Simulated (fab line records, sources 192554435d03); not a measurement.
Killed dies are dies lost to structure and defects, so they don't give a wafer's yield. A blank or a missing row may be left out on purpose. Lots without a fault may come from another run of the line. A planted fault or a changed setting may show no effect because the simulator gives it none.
A struck lot beside a sound one | flow n5_finfet | 22 steps out of a route of 1938
Sound: wafers L687.1, L687.2, L687.3. Struck: wafer L693.3. (L693.2, L693.6 of the same lot were not struck and are left out.) The cause comes at the end.
At each step with rows: each side's tool, then ch and its chambers, then its first start. Under that, the readings that differ: sound wafers | struck wafers | difference of the means | sigmas: that difference in standard deviations of wafers without a fault.
alike: readings whose means differ by less than 2 such deviations, and words and numbers that are the same on both sides. not compared: withheld readings, readings that some wafer has no value for, bounds like >300 that may hide the same value, and numbers for which the record gives no deviation and whose values overlap.
The two part at a step that has a row with sigmas, a row that says differs or no value, or rows on one side only. Numbers that don't overlap but have no deviation are shown without sigmas and don't part them. A reading that every wafer of one side lacks parts them only if that side has two wafers or more.

first, 4 steps without rows for these wafers: N5_BEOL_M4_ANNEAL_87 (time 240 s); N5_BEOL_M4_SPUTTER_88 (material Cu, target thk 4.5 nm, time 8.29 s); N5_BEOL_M4_ANNEAL_89 (time 240 s); N5_BEOL_M4_SPUTTER_90 (material Cu, target thk 4.5 nm, time 8.29 s).
N5_BEOL_M4_ANNEAL_91: time 240 s.
  sound on pvd_sputter-01, day 10 15:50; struck on pvd_sputter-01, day 11 17:27
  alike: heater_power_w
then, 2 steps without rows for these wafers: N5_BEOL_M4_SPUTTER_92 (material Cu, target thk 4.5 nm, time 8.29 s); N5_BEOL_M4_ANNEAL_93 (time 240 s).
N5_BEOL_M4_SPUTTER_94: material Cu, target thk 4.5 nm, time 8.29 s.
  sound on pvd_sputter-01, day 10 16:12; struck on pvd_sputter-01, day 11 17:49
  alike: throttle_valve_pct
then, 3 steps without rows for these wafers: N5_BEOL_M4_ANNEAL_95 (time 240 s); N5_BEOL_M4_SPUTTER_96 (material Cu, target thk 4.5 nm, time 8.29 s); N5_BEOL_M4_ECD_50 (material Cu, target thk 300 nm).
N5_BEOL_M4_ANNEAL_51: time 90 s.
  sound on rtp_anneal-01 ch 0, day 10 16:37; struck on rtp_anneal-02 ch 0, day 11 18:16
  alike: wafer_temp_C_max
N5_BEOL_M4_CMP_52: polishes, stops on SiOC, t overpolish 6.8 s, target thk 40 nm.
  sound on cmp-04 ch 0,2,3, day 10 16:55; struck on cmp-04 ch 1, day 11 18:53
  reading                                      | sound                | struck | difference | sigmas
  barrier_field_endpoint_s (s)                 | 24.7 25.6 25.4       | 41.4   | +16.2      | +22
  clearing_platen_down_force_psi (psi)         | 1.4978 1.5014 1.4980 | 1.5058 | +0.0067    | +2
  overpolish_run_s (s)                         | 6.797 6.791 6.790    | 0.041  | -6.752     | -99 or more
  time_to_endpoint_s (s)                       | 60 64 59             | 82     | +21        | +6
  model.SiOC_of_BEOL_M4_ILD_DEP_00.thk_nm (nm) | 74.6 73.4 75.2       | 77.8   | +3.4       |
  alike: motor_current_A, slurry_flow_ml_min
N5_BEOL_M4_THK_MEAS_53: measures by xrf.
  sound on film_metro-02, day 10 17:12; struck on film_metro-02, day 11 19:09
  reading     | sound          | struck | difference | sigmas
  M4_THK (nm) | 39.1 41.9 39.5 | 156.3  | +116.1     | +68
then, 1 step without rows for these wafers: N5_BEOL_M4_PRE_CLEAN_60 (time 15 s).
N5_BEOL_M4_CO_CAP_55: material Co, precursor CCTBA/H2, target thk 2 nm, time 102.1 s.
  sound on cvd_co-01 ch 0,1,2, day 10 17:17; struck on cvd_co-02 ch 0, day 11 19:26
  alike: heater_power_w
then, 2 steps without rows for these wafers: N5_BEOL_M4_PRE_CLEAN_56 (time 15 s); N5_BEOL_M4_DEP_57 (deposits SiCN from 3MS/NH3, target thk 8 nm, time 14 s).
N5_BEOL_M4_INSPECT_59: inspects for defects (darkfield).
  sound on defect_inspect-02, day 10 17:29; struck on defect_inspect-01, day 11 19:39
  reading          | sound      | struck | difference | sigmas
  raw_defect_count | 78 125 134 | 5121   | +5009      | +99 or more
N5_BEOL_M4_RC_MEAS_101:
  the record has rows for the sound wafers here (prober-02 ch 0, day 10 17:31) and none for the struck ones
N5_BEOL_M5_ILD_DEP_00: deposits SiCOH lowk from DEMS/porogen, target thk 140.64 nm, time 25.9 s.
  the record has rows for the sound wafers here (pecvd-04 ch 0,1,2, day 10 18:29) and none for the struck ones
-- the record jumps here: 4 days lie between the struck wafers' starts before and after (it left off in module BEOL_M5 and takes up again in module PASSIVATION, whose first step shown is number 1936 of the route) --
N5_PASSIVATION_PROBE_49:
  sound on prober-01, day 15 09:03; struck on prober-02, day 16 03:07
  reading                  | sound          | struck | difference | sigmas
  defect_limited_yield (%) | 92.5 90.4 90.1 | 0      | -91        | -61
  killed_at_M4_up          | 11 14 21       | 1114   | +1099      | +99 or more
  killed_dies              | 88 113 117     | 1180   | +1074      | +60
  killed_on_rim            | 12 26 13       | 152    | +135       | +29
  killed_short             | 40 40 50       | 26     | -17        | -2
  sort_n_pass              | 1092 1067 1063 | 0      | -1074      | -60
  sort_yield_pct (%)       | 92.5 90.4 90.1 | 0      | -91        | -61
  alike: killed_at_M0_to_M3, killed_at_contacts, killed_at_front_end, killed_at_other, killed_open, sort_bin_5_function, sort_bin_6_memory

WHERE THEY PART
First at N5_BEOL_M4_CMP_52; last, within this record, at N5_PASSIVATION_PROBE_49.

WHY: what the simulator had put in
Process parameter drift: cmp-04, from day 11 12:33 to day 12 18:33, at N5_BEOL_M4_CMP_52. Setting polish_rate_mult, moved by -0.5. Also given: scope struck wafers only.
